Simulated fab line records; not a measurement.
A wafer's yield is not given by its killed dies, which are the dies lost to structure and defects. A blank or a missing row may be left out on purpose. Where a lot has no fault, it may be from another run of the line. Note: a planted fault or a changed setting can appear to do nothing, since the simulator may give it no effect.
2 desks, one fault | flow n5-finfet | what lay behind the numbers comes last; until then each desk has only its own

## AT THE METROLOGY DESK
What the gauges read, lot by lot, whatever tool the lot ran on: means of the sampled wafers that have a number. If a lot's mean is further than 4 standard deviations from the usual mean, the lot is out of limits and carries the mark OUT (the distance appears in the brackets).
Columns: A = trench-depth-nm at N5_BEOL_M7_OCD_MEAS_38, usual 93.7 nm
lot  | first seen here | A
L522 | day 9 19:29     | 93.8
L524 | day 10 01:23    | 93.8
L523 | day 10 01:33    | 94.9
L525 | day 10 14:07    | 92.4
L527 | day 11 02:32    | 94.0
L528 | day 11 09:46    | 93.9
L532 | day 12 20:49    | 93.2
L538 | day 13 14:19    | 94.4
L539 | day 14 14:08    | 92.7
L542 | day 15 06:26    | 94.1
This desk's finding: nothing out of limits on any of the 10 lots.

## THE TOOL OWNER'S DESK: rie-diel-01
The tool's own readings at N5_BEOL_M7_VIA_ETCH_34 (etches SiCOH lowk in C4F6/O2, target depth 125.5 nm, time 50.5 s): means of the sampled wafers that have a number, for each lot that ran on this tool. If a lot's mean is further than 4 standard deviations from the usual mean, the lot is out of limits and carries the mark OUT (the distance appears in the brackets).
Columns: A = drypump-motor-current-A at N5_BEOL_M7_VIA_ETCH_34, usual 5.7 A; B = oes_f_703_au at N5_BEOL_M7_VIA_ETCH_34, usual 0.80 a.u.; C = oes-product-au at N5_BEOL_M7_VIA_ETCH_34, usual 0.80 a.u.; D = rf-fwd-power-W at N5_BEOL_M7_VIA_ETCH_34, usual 341.6 W; E = rf-vpp-V at N5_BEOL_M7_VIA_ETCH_34, usual 667 V; F = showerhead-plenum-p-Torr at N5_BEOL_M7_VIA_ETCH_34, usual 2.88 Torr; G = throttle-valve-pct at N5_BEOL_M7_VIA_ETCH_34, usual 20.79 %
lot  | first seen here | A   | B    | C    | D               | E              | F    | G
L523 | day 10 01:18    | 5.3 | 0.82 | 0.82 | 340.1           | 671            | 2.83 | 20.75
L527 | day 11 02:17    | 5.5 | 0.80 | 0.80 | 341.8           | 669            | 2.87 | 20.82
L532 | day 12 20:34    | 5.6 | 0.72 | 0.78 | 312.9 (-21) OUT | 705 (+7.3) OUT | 2.91 | 20.92
This desk's verdict: out of limits on L532, starting with L532 at day 12 20:34 (rf-fwd-power-W at N5_BEOL_M7_VIA_ETCH_34). In limits: L523, L527.

## BROUGHT TOGETHER
On L532, at day 12 20:34, an alarm was possible from the tool owner's desk.
Metrology desk: nothing out of limits seen.
The metrology desk has L532 on record, within its limits.
Of the lots named, all ran N5_BEOL_M7_VIA_ETCH_34 on rie-diel-01.

## WHAT THE SIMULATOR HAD PUT IN
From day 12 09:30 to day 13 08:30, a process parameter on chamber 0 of rie-diel-01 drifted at N5_BEOL_M7_VIA_ETCH_34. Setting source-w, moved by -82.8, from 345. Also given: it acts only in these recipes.
Lots struck among those shown: L532.
Hours from the fault's start to each desk's first reading out of limits: the tool owner's desk, 11.
